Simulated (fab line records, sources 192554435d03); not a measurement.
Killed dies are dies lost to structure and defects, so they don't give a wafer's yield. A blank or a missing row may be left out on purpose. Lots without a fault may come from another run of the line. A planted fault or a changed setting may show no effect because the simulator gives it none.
Chamber matching | flow n5_finfet | N5_BEOL_M8_DESCUM_16 on rie_diel-02: 4 sister chambers
The step chemistry O2, time 7.9 s. 4 wafers are shown with their chamber, then 8 later ones without.

WAFERS WITH THEIR CHAMBER
wafer  | chamber | drypump_motor_current_A (A)
L088.4 | 2       | 5.5
L093.2 | 1       | 5.4
L093.4 | 0       | 6.3
L097.2 | 3       | 5.7

WAFERS WITHOUT THEIR CHAMBER
wafer  | drypump_motor_current_A (A)
L097.4 | 5.4
L097.6 | 5.4
L094.4 | 5.4
L094.5 | 5.6
L094.6 | 5.5
L095.1 | 5.6
L095.2 | 6.3
L095.4 | 5.4

WHICH CHAMBER EACH WENT THROUGH
wafer  | from the rows above     | in truth
L097.4 | 1                       | 1
L097.6 | 1                       | 1
L094.4 | 1                       | 1
L094.5 | can't be placed: 2 or 3 | 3
L094.6 | 2                       | 2
L095.1 | can't be placed: 2 or 3 | 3
L095.2 | 0                       | 0
L095.4 | 1                       | 1
Placed correctly: 6 of 8. Can't be placed from these rows: 2 (the true chamber is among the candidates in 2). Placed wrongly: 0.
How it was worked out, from the rows above alone: a wafer's distance from a chamber is the root of the sum, over the readings, of the square of ((its reading less the chamber's mean) divided by the reading's scatter). The wafer belongs to the nearest chamber; if the next one is less than 2 further off, it can't be placed. A chamber's mean is the mean of its shown wafers. The scatter: with one shown wafer a chamber, the root of the mean of the squares of how far each hidden wafer lies from its nearest shown one.
